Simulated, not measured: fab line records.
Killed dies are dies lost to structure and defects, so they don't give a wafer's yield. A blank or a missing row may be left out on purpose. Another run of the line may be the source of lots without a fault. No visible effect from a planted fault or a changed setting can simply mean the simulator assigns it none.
fab line records    flow n5-finfet
record: lots: 24  wafers: 72  last-day: 19
route steps=1938 shown BEOL_M2@924 BEOL_M3@944
lots with no fault: from the same line, run without faults
start-h: the number of hours between the record's first day and the start of the first shown wafer of the lot    wait-h: hours elapsed since this lot's preceding step    " as in the row above    L1.1+2: one row covering several wafers at once    - either no value or no given start    * or withheld: withheld    < > ~ a bound
route shown NAME@n: NAME is a module with steps in the file, n the number in the route of the first one    usual: mean/standard deviation of fault-free wafers    same: alike in all rows    chamber/n: place in a boat    sites: readings site by site    _std_site: standard deviation across them    _edge_site: outer sites' mean less inner sites'    radius-mm: for every site, how far away it sits from the centre of the wafer    mask NAME#n: copy n    behind: the most recent tool/chamber to have shaped the wafer    hold: what put the lot on hold/how long, in hours/how the hold closed    device: the n, p or np transistor that did not switch    end of line: the same wafers' tests at the end of the route    where a step has no rows: the recipe by itself    killed: the dies lost at the first sort to structure and to defects; this is not the yield of the wafer    map: dies across one wafer; x = killed, . = not, _ = none there
set.NAME: the setting the step ran with; set.NAME@STEP: the setting that earlier step ran with    model.NAME: the simulator's own value behind a step, which no gauge read
the route's steps for a sample of lots (tables are steps, rows are wafers)
services: a tool's chamber out of use, with start hour (start-h, from the record's first day; less than 0 if before it), hours out, and reason
== steps ==
step: N5_BEOL_M2_THK_MEAS_53
recipe: thk-meas-gauge: xrf  reads: Cu_of_BEOL_M2_ECD_50
usual: M2_THK: 39.0/1.4
lot.wafer  tool           chamber  start-h  wait-h  M2_THK[nm]
L074.1     film-metro-02  -        146.02   -       37.1
L074.4     "              -        "        "       38.0
L074.6     "              -        "        "       37.4
L075.2     film-metro-02  -        149.60   -       40.1
L075.4     "              -        "        "       39.0
L075.5     "              -        "        "       39.2
L077.1     film-metro-02  -        159.76   -       40.1
L077.2     "              -        "        "       38.2
L077.4     "              -        "        "       38.3
L078.1     film-metro-02  -        165.17   -       41.6
L078.2     "              -        "        "       40.0
L078.4     "              -        "        "       40.5
L079.1     film-metro-01  -        168.80   -       38.8
L079.4     "              -        "        "       38.1
L079.6     "              -        "        "       37.4
L080.2     film-metro-02  -        175.03   -       40.1
L080.3     "              -        "        "       37.5
L080.4     "              -        "        "       40.5
L081.3     film-metro-02  -        176.21   -       38.4
L081.4     "              -        "        "       38.8
L081.6     "              -        "        "       40.1
L082.3     film-metro-01  -        188.65   -       41.0
L082.4     "              -        "        "       41.2
L082.6     "              -        "        "       39.6
L083.2     film-metro-01  -        196.61   -       39.1
L083.5     "              -        "        "       39.5
L083.6     "              -        "        "       38.8
L084.1     film-metro-02  -        201.59   -       41.2
L084.3     "              -        "        "       40.8
L084.5     "              -        "        "       40.0
L085.2     film-metro-01  -        206.51   -       37.5
L085.4     "              -        "        "       38.4
L085.6     "              -        "        "       37.5
L086.1     film-metro-01  -        215.27   -       37.6
L086.2     "              -        "        "       37.9
L086.3     "              -        "        "       39.9
L087.1     film-metro-02  -        221.21   -       38.5
L087.2     "              -        "        "       37.7
L087.5     "              -        "        "       39.1
L088.1     film-metro-02  -        223.15   -       37.8
L088.4     "              -        "        "       38.3
L088.5     "              -        "        "       38.1
L089.1     film-metro-01  -        223.82   -       37.4
L089.4     "              -        "        "       38.5
L089.6     "              -        "        "       39.2
L090.1     film-metro-01  -        236.08   -       40.6
L090.5     "              -        "        "       37.2
L090.6     "              -        "        "       36.1
L091.1     film-metro-02  -        240.83   -       39.1
L091.2     "              -        "        "       39.3
L091.4     "              -        "        "       35.5
L092.2     film-metro-02  -        248.25   -       39.8
L092.4     "              -        "        "       36.9
L092.5     "              -        "        "       41.4
L093.2     film-metro-01  -        257.10   -       37.7
L093.4     "              -        "        "       39.1
L093.6     "              -        "        "       38.0
L094.4     film-metro-01  -        277.57   -       40.6
L094.5     "              -        "        "       37.8
L094.6     "              -        "        "       39.4
L076.2     film-metro-01  -        277.65   -       39.6
L076.3     "              -        "        "       42.1
L076.5     "              -        "        "       40.5
L095.1     film-metro-01  -        282.50   -       36.6
L095.3     "              -        "        "       39.3
L095.6     "              -        "        "       35.5
L097.1     film-metro-01  -        298.75   -       39.7
L097.3     "              -        "        "       39.2
L097.6     "              -        "        "       40.9
L096.1     film-metro-02  -        302.99   -       39.9
L096.3     "              -        "        "       39.3
L096.4     "              -        "        "       38.6
step: N5_BEOL_M2_DEP_57
recipe: material: SiCN  target-thk-a: 80  temp-c: withheld  precursor: 3MS/NH3  pressure-torr: 3  rf-w: 202  time-s: 14
usual: chamber-pressure-Torr: 2.999/0.0069  showerhead-plenum-p-Torr: 3.664/0.013  throttle-valve-pct: 8.9/0.45
lot.wafer  tool      chamber  start-h  wait-h  chamber-pressure-Torr  showerhead-plenum-p-Torr  throttle-valve-pct
L074.1     pecvd-04  1        146.23   0.0     3.009                  3.675                     8.5
L074.4     "         1        "        "       3.002                  3.670                     8.6
L074.6     "         0        "        "       3.004                  3.662                     9.2
L075.2     pecvd-01  2        149.80   0.0     3.009                  3.643                     8.3
L075.4     "         0        "        "       2.995                  3.690                     9.4
L075.5     "         1        "        "       2.996                  3.660                     9.0
L077.1     pecvd-03  0        159.95   0.0     3.006                  3.656                     9.3
L077.2     "         2        "        "       3.010                  3.659                     8.2
L077.4     "         2        "        "       2.997                  3.652                     8.7
L078.1     pecvd-01  2        165.36   0.0     3.010                  3.651                     8.2
L078.2     "         1        "        "       2.996                  3.657                     9.2
L078.4     "         2        "        "       3.009                  3.651                     8.2
L079.1     pecvd-01  0        168.99   0.0     2.999                  3.699                     9.3
L079.4     "         1        "        "       2.993                  3.664                     9.3
L079.6     "         2        "        "       2.993                  3.641                     8.1
L080.2     pecvd-01  2        175.22   0.0     3.001                  3.652                     8.2
L080.3     "         1        "        "       2.999                  3.663                     9.1
L080.4     "         0        "        "       3.000                  3.687                     9.5
L081.3     pecvd-03  1        176.40   0.0     3.006                  3.665                     8.5
L081.4     "         2        "        "       3.005                  3.654                     8.4
L081.6     "         1        "        "       3.006                  3.653                     8.9
L082.3     pecvd-04  2        188.86   0.0     3.005                  3.664                     8.1
L082.4     "         0        "        "       3.006                  3.665                     9.2
L082.6     "         2        "        "       3.003                  3.665                     8.3
L083.2     pecvd-04  1        196.80   0.0     2.983                  3.672                     8.8
L083.5     "         0        "        "       2.987                  3.672                     9.2
L083.6     "         2        "        "       2.986                  3.665                     8.4
L084.1     pecvd-04  2        201.79   0.0     2.999                  3.660                     8.3
L084.3     "         0        "        "       3.002                  3.672                     9.1
L084.5     "         0        "        "       3.003                  3.655                     9.0
L085.2     pecvd-01  2        206.70   0.0     2.994                  3.640                     8.0
L085.4     "         1        "        "       2.998                  3.653                     9.3
L085.6     "         0        "        "       3.012                  3.689                     9.4
L086.1     pecvd-04  1        215.52   0.0     2.983                  3.661                     8.9
L086.2     "         2        "        "       3.001                  3.655                     8.4
L086.3     "         0        "        "       3.000                  3.673                     9.0
L087.1     pecvd-04  1        221.40   0.0     2.986                  3.663                     8.7
L087.2     "         2        "        "       2.996                  3.657                     8.2
L087.5     "         2        "        "       2.989                  3.659                     8.7
L088.1     pecvd-03  0        223.36   0.0     3.007                  3.655                     9.4
L088.4     "         1        "        "       2.986                  3.660                     8.8
L088.5     "         1        "        "       3.002                  3.668                     8.9
L089.1     pecvd-04  1        224.03   0.0     2.996                  3.665                     8.9
L089.4     "         0        "        "       3.003                  3.665                     9.1
L089.6     "         1        "        "       2.981                  3.672                     8.8
L090.1     pecvd-01  2        236.28   0.0     3.002                  3.645                     8.5
L090.5     "         0        "        "       2.997                  3.686                     9.3
L090.6     "         1        "        "       2.994                  3.656                     9.3
L091.1     pecvd-01  0        241.03   0.0     2.997                  3.684                     9.3
L091.2     "         1        "        "       2.998                  3.666                     9.0
L091.4     "         0        "        "       2.998                  3.681                     9.5
L092.2     pecvd-01  1        248.44   0.0     3.000                  3.661                     9.3
L092.4     "         0        "        "       3.007                  3.690                     9.1
L092.5     "         1        "        "       3.001                  3.665                     9.2
L093.2     pecvd-04  1        257.30   0.0     2.994                  3.678                     9.0
L093.4     "         2        "        "       3.006                  3.665                     8.4
L093.6     "         1        "        "       3.000                  3.672                     8.8
L094.4     pecvd-01  0        277.78   0.0     3.000                  3.692                     9.2
L094.5     "         1        "        "       3.004                  3.664                     9.2
L094.6     "         2        "        "       3.007                  3.643                     8.1
L076.2     pecvd-03  2        277.87   0.0     3.014                  3.641                     7.9
L076.3     "         0        "        "       3.010                  3.658                     9.5
L076.5     "         0        "        "       3.003                  3.660                     9.6
L095.1     pecvd-04  1        282.84   0.0     2.990                  3.672                     8.8
L095.3     "         0        "        "       2.996                  3.659                     9.3
L095.6     "         0        "        "       3.012                  3.670                     9.2
L097.1     pecvd-03  0        298.99   0.0     3.008                  3.653                     9.4
L097.3     "         2        "        "       3.002                  3.652                     8.0
L097.6     "         1        "        "       2.990                  3.661                     8.6
L096.1     pecvd-01  2        303.24   0.0     3.002                  3.644                     8.3
L096.3     "         1        "        "       2.995                  3.663                     9.2
L096.4     "         1        "        "       2.996                  3.656                     9.2
step: N5_BEOL_M3_CD_MEAS_11
recipe: target-cd-nm: 17.05  landing-energy-ev: 500  detector: se-inlens  polarity: opening
usual: cd-nm: 17.10/0.25
lot.wafer  tool       chamber  start-h  wait-h  cd-nm
L074.1     cd-sem-03  0        146.96   -       17.08
L074.4     "          0        "        "       16.95
L074.6     "          0        "        "       17.01
L075.2     cd-sem-01  0        151.31   -       16.87
L075.4     "          0        "        "       17.27
L075.5     "          0        "        "       17.14
L077.1     cd-sem-03  0        162.03   -       17.29
L077.2     "          0        "        "       17.49
L077.4     "          0        "        "       16.93
L078.1     cd-sem-01  0        166.23   -       17.38
L078.2     "          0        "        "       17.44
L078.4     "          0        "        "       16.99
L079.1     cd-sem-03  0        170.59   -       17.24
L079.4     "          0        "        "       16.86
L079.6     "          0        "        "       17.04
L080.2     cd-sem-01  0        177.35   -       17.31
L080.3     "          0        "        "       17.39
L080.4     "          0        "        "       17.27
L081.3     cd-sem-01  0        177.72   -       16.75
L081.4     "          0        "        "       16.78
L081.6     "          0        "        "       16.97
L082.3     cd-sem-01  0        190.64   -       16.85
L082.4     "          0        "        "       16.39
L082.6     "          0        "        "       16.97
L083.2     cd-sem-01  0        198.37   -       16.72
L083.5     "          0        "        "       17.03
L083.6     "          0        "        "       16.92
L084.1     cd-sem-02  0        203.23   -       17.03
L084.3     "          0        "        "       17.04
L084.5     "          0        "        "       17.15
L085.2     cd-sem-02  0        209.53   -       16.73
L085.4     "          0        "        "       17.20
L085.6     "          0        "        "       17.01
L086.1     cd-sem-02  0        216.89   -       17.32
L086.2     "          0        "        "       17.39
L086.3     "          0        "        "       17.24
L087.1     cd-sem-01  0        223.46   -       16.93
L087.2     "          0        "        "       17.29
L087.5     "          0        "        "       17.04
L088.1     cd-sem-02  0        224.25   -       17.19
L088.4     "          0        "        "       17.62
L088.5     "          0        "        "       16.99
L089.1     cd-sem-01  0        225.18   -       16.87
L089.4     "          0        "        "       17.46
L089.6     "          0        "        "       17.33
L090.1     cd-sem-01  0        237.74   -       17.27
L090.5     "          0        "        "       17.36
L090.6     "          0        "        "       16.85
L091.1     cd-sem-01  0        241.99   -       17.10
L091.2     "          0        "        "       16.88
L091.4     "          0        "        "       17.07
L092.2     cd-sem-03  0        249.65   -       16.63
L092.4     "          0        "        "       16.98
L092.5     "          0        "        "       16.76
L093.2     cd-sem-03  0        258.21   -       17.09
L093.4     "          0        "        "       17.10
L093.6     "          0        "        "       17.09
L094.4     cd-sem-01  0        279.37   -       16.92
L094.5     "          0        "        "       17.18
L094.6     "          0        "        "       16.95
L076.2     cd-sem-03  0        279.53   -       16.98
L076.3     "          0        "        "       16.90
L076.5     "          0        "        "       16.56
L095.1     cd-sem-02  0        285.70   -       17.31
L095.3     "          0        "        "       17.23
L095.6     "          0        "        "       17.22
L097.1     cd-sem-03  0        300.33   -       16.56
L097.3     "          0        "        "       16.99
L097.6     "          0        "        "       16.64
L096.1     cd-sem-01  0        307.18   -       17.32
L096.3     "          0        "        "       17.55
L096.4     "          0        "        "       17.16
step: N5_BEOL_M3_ETCH_64
recipe: chemistry: N2/H2  target: SOC  target-depth-a: 750  overetch-a: 150  mask-material: SiARC  temp-c: 40  time-s: 112.5  ion-energy-ev: 200  pressure-mtorr: 30  source-w: 840  bias-w: 150  n2-flow-sccm: 200  h2-flow-sccm: 200
usual: drypump-motor-current-A: 5.5/0.38  oes-product-au: 0.62/0.06  rf-vpp-V: 524.0/2.6  showerhead-plenum-p-Torr: 2.56/0.096  throttle-valve-pct: 17.96/0.21
lot.wafer  tool         chamber  start-h  wait-h  drypump-motor-current-A  oes-product-au  rf-hours-counter-h  rf-vpp-V  showerhead-plenum-p-Torr  throttle-valve-pct
L074.1     rie-diel-05  1        147.30   0.0     6.2                      0.65            73                  524.9     2.59                      18.12
L074.4     "            3        "        "       5.3                      0.60            162                 520.4     2.42                      17.68
L074.6     "            3        "        "       5.4                      0.60            -                   522.7     2.42                      17.70
L075.2     rie-diel-02  1        151.51   0.0     6.1                      0.70            39                  526.2     2.59                      18.09
L075.4     "            2        "        "       5.7                      0.59            147                 526.2     2.66                      17.84
L075.5     "            1        "        "       6.1                      0.70            -                   524.4     2.59                      18.10
L077.1     rie-diel-04  0        162.29   0.0     5.4                      0.58            185                 526.1     2.64                      17.68
L077.2     "            1        "        "       5.0                      0.60            141                 526.4     2.64                      17.84
L077.4     "            3        "        "       5.4                      0.55            222                 522.8     2.53                      18.21
L078.1     rie-diel-02  3        166.43   0.0     5.7                      0.74            11                  528.1     2.72                      17.65
L078.2     "            1        "        "       6.1                      0.69            43                  526.1     2.59                      18.10
L078.4     "            0        "        "       5.5                      0.62            104                 523.4     2.58                      17.98
L079.1     rie-diel-04  3        170.90   0.0     5.4                      0.54            225                 521.0     2.53                      18.23
L079.4     "            0        "        "       5.5                      0.58            187                 525.0     2.64                      17.65
L079.6     "            1        "        "       5.0                      0.61            -                   526.9     2.64                      17.84
L080.2     rie-diel-02  0        177.55   0.0     5.6                      0.62            106                 523.3     2.58                      18.01
L080.3     "            1        "        "       6.1                      0.69            45                  525.6     2.59                      18.11
L080.4     "            3        "        "       5.7                      0.73            13                  529.3     2.72                      17.65
L081.3     rie-diel-04  3        177.92   0.0     5.4                      0.54            227                 522.5     2.53                      18.23
L081.4     "            0        "        "       5.5                      0.58            189                 526.1     2.64                      17.69
L081.6     "            2        "        "       5.0                      0.73            -                   524.7     2.60                      17.78
L082.3     rie-diel-04  2        190.84   0.0     5.0                      0.73            10                  527.6     2.60                      17.78
L082.4     "            3        "        "       5.4                      0.54            231                 521.7     2.52                      18.22
L082.6     "            2        "        "       5.0                      0.72            -                   524.0     2.60                      17.79
L083.2     rie-diel-05  2        198.58   0.0     5.7                      0.59            159                 522.0     2.43                      18.03
L083.5     "            1        "        "       6.2                      0.64            -                   524.6     2.58                      18.16
L083.6     "            3        "        "       5.4                      0.59            -                   520.4     2.42                      17.72
L084.1     rie-diel-05  3        204.02   0.0     5.3                      0.58            183                 521.7     2.42                      17.73
L084.3     "            1        "        "       6.2                      0.64            93                  524.5     2.58                      18.18
L084.5     "            1        "        "       6.2                      0.64            -                   525.1     2.58                      18.17
L085.2     rie-diel-04  1        209.73   0.0     5.0                      0.59            155                 525.6     2.63                      17.85
L085.4     "            3        "        "       5.4                      0.54            237                 521.7     2.52                      18.25
L085.6     "            1        "        "       5.0                      0.59            -                   525.7     2.63                      17.85
L086.1     rie-diel-05  3        217.09   0.0     5.3                      0.59            188                 521.3     2.41                      17.74
L086.2     "            2        "        "       5.6                      0.59            167                 520.4     2.42                      18.03
L086.3     "            0        "        "       5.0                      0.76            5                   525.2     2.63                      18.25
L087.1     rie-diel-02  1        224.39   0.0     6.1                      0.68            57                  524.7     2.58                      18.12
L087.2     "            3        "        "       5.8                      0.70            25                  527.6     2.71                      17.65
L087.5     "            1        "        "       6.1                      0.68            -                   524.8     2.58                      18.13
L088.1     rie-diel-04  3        224.70   0.0     5.4                      0.53            242                 523.3     2.52                      18.24
L088.4     "            0        "        "       5.5                      0.57            -                   525.5     2.63                      17.70
L088.5     "            2        "        "       5.0                      0.71            -                   524.6     2.59                      17.79
L089.1     rie-diel-05  1        225.38   0.0     6.1                      0.63            99                  524.3     2.58                      18.17
L089.4     "            3        "        "       5.4                      0.58            191                 519.5     2.41                      17.73
L089.6     "            2        "        "       5.7                      0.58            -                   520.6     2.42                      18.03
L090.1     rie-diel-05  1        237.94   0.0     6.2                      0.63            101                 524.2     2.58                      18.19
L090.5     "            3        "        "       5.4                      0.58            -                   519.7     2.41                      17.73
L090.6     "            2        "        "       5.7                      0.59            -                   520.8     2.42                      18.04
L091.1     rie-diel-02  1        242.19   0.0     6.0                      0.67            61                  524.7     2.58                      18.14
L091.2     "            3        "        "       5.7                      0.71            30                  528.9     2.71                      17.67
L091.4     "            0        "        "       5.6                      0.61            123                 524.5     2.57                      18.04
L092.2     rie-diel-05  1        249.85   0.0     6.2                      0.63            105                 524.2     2.58                      18.19
L092.4     "            2        "        "       5.7                      0.59            177                 519.9     2.42                      18.03
L092.5     "            3        "        "       5.4                      0.58            -                   520.1     2.41                      17.74
L093.2     rie-diel-02  3        258.41   0.0     5.7                      0.70            35                  527.6     2.71                      17.68
L093.4     "            2        "        "       5.8                      0.57            177                 526.6     2.64                      17.90
L093.6     "            0        "        "       5.6                      0.61            -                   525.2     2.57                      18.04
L094.4     rie-diel-02  2        279.61   0.0     5.7                      0.58            182                 527.6     2.64                      17.90
L094.5     "            2        "        "       5.7                      0.58            -                   525.5     2.64                      17.89
L094.6     "            3        "        "       5.7                      0.69            -                   528.2     2.71                      17.69
L076.2     rie-diel-05  2        279.88   0.0     5.7                      0.57            186                 521.0     2.42                      18.06
L076.3     "            3        "        "       5.4                      0.58            201                 521.1     2.41                      17.74
L076.5     "            2        "        "       5.7                      0.58            -                   521.8     2.41                      18.06
L095.1     rie-diel-05  3        286.03   0.0     5.4                      0.57            203                 519.7     2.41                      17.75
L095.3     "            1        "        "       6.2                      0.61            116                 524.1     2.57                      18.20
L095.6     "            1        "        "       6.2                      0.62            -                   523.7     2.57                      18.20
L097.1     rie-diel-05  2        300.53   0.0     5.6                      0.58            192                 520.0     2.41                      18.07
L097.3     "            0        "        "       4.9                      0.71            26                  525.0     2.62                      18.30
L097.6     "            0        "        "       4.9                      0.70            -                   526.1     2.62                      18.29
L096.1     rie-diel-05  2        307.38   0.0     5.7                      0.57            193                 521.8     2.41                      18.07
L096.3     "            3        "        "       5.3                      0.57            209                 521.7     2.40                      17.76
L096.4     "            0        "        "       5.0                      0.70            28                  525.1     2.62                      18.29
step: N5_BEOL_M3_STRIP_66
recipe: chemistry: CF4  resist: SiARC  power-w: 300  bias-power-w: 75  pressure-mtorr: 50  cf4-flow-sccm: 150  rf-frequency-hz: 6e+07
usual: drypump-motor-current-A: 5.5/0.37  oes-product-au: 0.78/0.075  rf-vpp-V: 271.3/1.6  showerhead-plenum-p-Torr: 1.80/0.062  throttle-valve-pct: 13.69/0.13
lot.wafer  tool         chamber  start-h  wait-h  drypump-motor-current-A  oes-product-au  rf-hours-counter-h  rf-vpp-V  showerhead-plenum-p-Torr  throttle-valve-pct
L074.1     rie-diel-05  1        147.42   0.0     6.2                      0.82            73                  271.2     1.82                      13.59
L074.4     "            3        "        "       5.4                      0.75            162                 269.5     1.73                      13.64
L074.6     "            3        "        "       5.4                      0.75            -                   269.6     1.73                      13.66
L075.2     rie-diel-02  1        151.64   0.0     6.1                      0.87            39                  271.3     1.81                      13.69
L075.4     "            2        "        "       5.7                      0.75            147                 272.4     1.86                      13.58
L075.5     "            1        "        "       6.0                      0.88            -                   272.4     1.81                      13.70
L077.1     rie-diel-04  0        162.42   0.0     5.5                      0.74            185                 272.0     1.87                      13.53
L077.2     "            1        "        "       5.0                      0.76            141                 271.7     1.88                      13.70
L077.4     "            3        "        "       5.4                      0.68            222                 271.8     1.77                      13.95
L078.1     rie-diel-02  3        166.56   0.0     5.7                      0.93            11                  273.0     1.92                      13.41
L078.2     "            1        "        "       6.1                      0.87            43                  271.3     1.81                      13.68
L078.4     "            0        "        "       5.6                      0.78            104                 272.5     1.82                      13.68
L079.1     rie-diel-04  3        171.03   0.0     5.4                      0.68            225                 271.0     1.77                      13.96
L079.4     "            0        "        "       5.4                      0.73            187                 272.5     1.87                      13.55
L079.6     "            1        "        "       5.0                      0.75            -                   272.4     1.88                      13.71
L080.2     rie-diel-02  0        177.68   0.0     5.5                      0.78            106                 271.3     1.82                      13.70
L080.3     "            1        "        "       6.0                      0.86            45                  271.6     1.81                      13.70
L080.4     "            3        "        "       5.7                      0.91            13                  276.0     1.92                      13.40
L081.3     rie-diel-04  3        178.04   0.0     5.3                      0.67            227                 272.1     1.77                      13.96
L081.4     "            0        "        "       5.5                      0.73            189                 273.4     1.87                      13.54
L081.6     "            2        "        "       5.0                      0.93            -                   271.6     1.84                      13.54
L082.3     rie-diel-04  2        190.97   0.0     5.0                      0.91            10                  272.0     1.83                      13.57
L082.4     "            3        "        "       5.4                      0.67            231                 270.1     1.77                      13.97
L082.6     "            2        "        "       5.0                      0.90            -                   271.5     1.83                      13.57
L083.2     rie-diel-05  2        198.70   0.0     5.6                      0.74            159                 271.1     1.72                      13.80
L083.5     "            1        "        "       6.1                      0.80            -                   272.6     1.81                      13.63
L083.6     "            3        "        "       5.4                      0.73            -                   270.7     1.73                      13.70
L084.1     rie-diel-05  3        204.14   0.0     5.4                      0.73            183                 270.4     1.73                      13.69
L084.3     "            1        "        "       6.2                      0.80            93                  271.7     1.81                      13.64
L084.5     "            1        "        "       6.1                      0.80            -                   272.7     1.81                      13.63
L085.2     rie-diel-04  1        209.86   0.0     5.0                      0.74            155                 272.4     1.88                      13.71
L085.4     "            3        "        "       5.4                      0.66            237                 269.9     1.77                      13.99
L085.6     "            1        "        "       5.0                      0.74            -                   273.2     1.88                      13.73
L086.1     rie-diel-05  3        217.22   0.0     5.3                      0.73            188                 268.6     1.73                      13.70
L086.2     "            2        "        "       5.7                      0.73            167                 269.8     1.71                      13.81
L086.3     "            0        "        "       5.0                      0.95            5                   273.1     1.83                      13.56
L087.1     rie-diel-02  1        224.52   0.0     6.1                      0.85            57                  271.6     1.81                      13.71
L087.2     "            3        "        "       5.7                      0.89            25                  275.6     1.91                      13.45
L087.5     "            1        "        "       6.0                      0.85            -                   271.4     1.81                      13.72
L088.1     rie-diel-04  3        224.83   0.0     5.4                      0.67            242                 271.7     1.77                      14.01
L088.4     "            0        "        "       5.4                      0.72            -                   271.2     1.86                      13.59
L088.5     "            2        "        "       5.0                      0.88            -                   272.3     1.83                      13.58
L089.1     rie-diel-05  1        225.51   0.0     6.2                      0.79            99                  270.7     1.81                      13.63
L089.4     "            3        "        "       5.3                      0.73            191                 269.5     1.73                      13.71
L089.6     "            2        "        "       5.7                      0.73            -                   270.2     1.71                      13.81
L090.1     rie-diel-05  1        238.07   0.0     6.2                      0.79            101                 272.0     1.81                      13.63
L090.5     "            3        "        "       5.3                      0.73            -                   270.0     1.73                      13.71
L090.6     "            2        "        "       5.6                      0.73            -                   269.0     1.71                      13.82
L091.1     rie-diel-02  1        242.32   0.0     6.0                      0.84            61                  271.6     1.81                      13.75
L091.2     "            3        "        "       5.7                      0.88            30                  273.9     1.91                      13.43
L091.4     "            0        "        "       5.6                      0.77            123                 270.9     1.82                      13.74
L092.2     rie-diel-05  1        249.98   0.0     6.1                      0.78            105                 269.9     1.81                      13.67
L092.4     "            2        "        "       5.7                      0.73            177                 270.4     1.71                      13.83
L092.5     "            3        "        "       5.3                      0.72            -                   266.7     1.73                      13.73
L093.2     rie-diel-02  3        258.54   0.0     5.7                      0.87            35                  273.9     1.91                      13.48
L093.4     "            2        "        "       5.7                      0.73            177                 272.2     1.85                      13.65
L093.6     "            0        "        "       5.5                      0.75            -                   271.0     1.82                      13.76
L094.4     rie-diel-02  2        279.74   0.0     5.7                      0.71            182                 271.3     1.85                      13.66
L094.5     "            2        "        "       5.7                      0.72            -                   272.2     1.85                      13.66
L094.6     "            3        "        "       5.7                      0.86            -                   274.0     1.91                      13.47
L076.2     rie-diel-05  2        280.01   0.0     5.6                      0.72            186                 269.8     1.71                      13.85
L076.3     "            3        "        "       5.3                      0.71            201                 268.4     1.72                      13.74
L076.5     "            2        "        "       5.6                      0.72            -                   269.6     1.71                      13.86
L095.1     rie-diel-05  3        286.16   0.0     5.3                      0.71            203                 269.2     1.72                      13.75
L095.3     "            1        "        "       6.2                      0.77            116                 271.7     1.80                      13.69
L095.6     "            1        "        "       6.2                      0.77            -                   271.3     1.80                      13.70
L097.1     rie-diel-05  2        300.66   0.0     5.7                      0.71            192                 270.0     1.71                      13.85
L097.3     "            0        "        "       4.9                      0.89            26                  270.7     1.82                      13.61
L097.6     "            0        "        "       5.0                      0.88            -                   271.5     1.82                      13.61
L096.1     rie-diel-05  2        307.51   0.0     5.7                      0.71            194                 269.7     1.71                      13.87
L096.3     "            3        "        "       5.4                      0.71            209                 269.7     1.72                      13.75
L096.4     "            0        "        "       5.0                      0.88            28                  270.3     1.82                      13.62
step: N5_BEOL_M3_SPUTTER_86
recipe: material: Cu  target-thk-a: 45  temp-c: -20  chamber-pressure-pa: 0.07  power-w: withheld  time-s: 8.29
usual: throttle-valve-pct: 29.4/1.2
lot.wafer  tool            chamber  start-h  wait-h  throttle-valve-pct
L074.1     pvd-sputter-02  -        153.89   0.1     31.7
L074.4     "               -        "        "       29.9
L074.6     "               -        "        "       29.8
L075.2     pvd-sputter-02  -        155.73   0.1     29.7
L075.4     "               -        "        "       29.6
L075.5     "               -        "        "       31.6
L077.1     pvd-sputter-02  -        168.24   0.1     29.7
L077.2     "               -        "        "       29.8
L077.4     "               -        "        "       29.8
L078.1     pvd-sputter-03  -        171.66   0.1     27.6
L078.2     "               -        "        "       28.3
L078.4     "               -        "        "       30.5
L079.1     pvd-sputter-03  -        178.12   0.1     27.5
L079.4     "               -        "        "       29.0
L079.6     "               -        "        "       30.8
L080.2     pvd-sputter-01  -        185.69   0.1     28.0
L080.3     "               -        "        "       31.5
L080.4     "               -        "        "       29.1
L081.3     pvd-sputter-03  -        186.03   0.1     27.7
L081.4     "               -        "        "       30.5
L081.6     "               -        "        "       27.4
L082.3     pvd-sputter-01  -        199.50   0.1     28.9
L082.4     "               -        "        "       28.3
L082.6     "               -        "        "       29.5
L083.2     pvd-sputter-02  -        205.45   0.1     31.5
L083.5     "               -        "        "       31.8
L083.6     "               -        "        "       29.9
L084.1     pvd-sputter-03  -        214.46   0.1     28.9
L084.3     "               -        "        "       30.8
L084.5     "               -        "        "       30.8
L085.2     pvd-sputter-02  -        215.90   0.1     31.2
L085.4     "               -        "        "       29.6
L085.6     "               -        "        "       29.6
L086.1     pvd-sputter-02  -        223.10   0.1     29.3
L086.2     "               -        "        "       29.9
L086.3     "               -        "        "       31.3
L087.1     pvd-sputter-03  -        228.93   0.1     28.9
L087.2     "               -        "        "       27.7
L087.5     "               -        "        "       30.7
L088.1     pvd-sputter-01  -        236.44   0.1     28.1
L088.4     "               -        "        "       31.4
L088.5     "               -        "        "       29.1
L089.1     pvd-sputter-02  -        238.93   0.1     29.6
L089.4     "               -        "        "       29.9
L089.6     "               -        "        "       31.6
L090.1     pvd-sputter-03  -        242.70   0.1     27.4
L090.5     "               -        "        "       27.7
L090.6     "               -        "        "       28.2
L091.1     pvd-sputter-01  -        245.73   0.1     31.8
L091.2     "               -        "        "       28.4
L091.4     "               -        "        "       29.4
L092.2     pvd-sputter-02  -        271.81   0.1     30.1
L092.4     "               -        "        "       29.4
L092.5     "               -        "        "       29.8
L093.2     pvd-sputter-01  -        272.08   0.1     28.6
L093.4     "               -        "        "       31.5
L093.6     "               -        "        "       28.3
L094.4     pvd-sputter-01  -        283.58   0.1     31.7
L094.5     "               -        "        "       28.0
L094.6     "               -        "        "       29.4
L076.2     pvd-sputter-03  -        285.16   0.1     29.0
L076.3     "               -        "        "       27.8
L076.5     "               -        "        "       28.2
L095.1     pvd-sputter-03  -        295.01   0.1     27.1
L095.3     "               -        "        "       30.8
L095.6     "               -        "        "       28.2
L097.1     pvd-sputter-03  -        305.01   0.1     29.0
L097.3     "               -        "        "       27.5
L097.6     "               -        "        "       30.6
L096.1     pvd-sputter-01  -        312.12   0.1     28.9
L096.3     "               -        "        "       29.2
L096.4     "               -        "        "       31.5
== services ==
tool            chamber  start-h  hours  kind
rie-diel-05     2        128.71   1.6    repair
pvd-sputter-01  -        136.42   1.1    repair
rie-diel-05     -        139.60   0.4    repair
pecvd-03        -        146.85   5.5    pm
pvd-sputter-03  -        159.89   2.5    repair
pecvd-03        -        161.70   1.3    repair
pecvd-04        -        166.65   1.6    repair
rie-diel-02     -        180.09   1.3    repair
rie-diel-05     0        181.45   -      clean
rie-diel-05     0        181.45   -      consumable-replace:focus-ring
rie-diel-05     0        181.45   24.0   scheduled-down
rie-diel-05     0        181.45   24.0   vent-cycle
rie-diel-05     1        213.02   4.7    repair
rie-diel-04     1        214.95   6.7    repair
rie-diel-04     1        222.61   13.5   repair
rie-diel-05     1        230.47   5.5    repair
rie-diel-02     1        230.65   2.4    repair
pecvd-03        0        230.99   13.4   repair
pecvd-01        2        237.14   7.1    repair
rie-diel-05     3        263.47   13.5   repair
pecvd-04        -        285.39   1.9    repair
pecvd-01        -        286.63   6.0    pm
rie-diel-02     3        294.20   9.6    repair
pvd-sputter-02  -        302.85   7.1    repair
== key ==
fault none
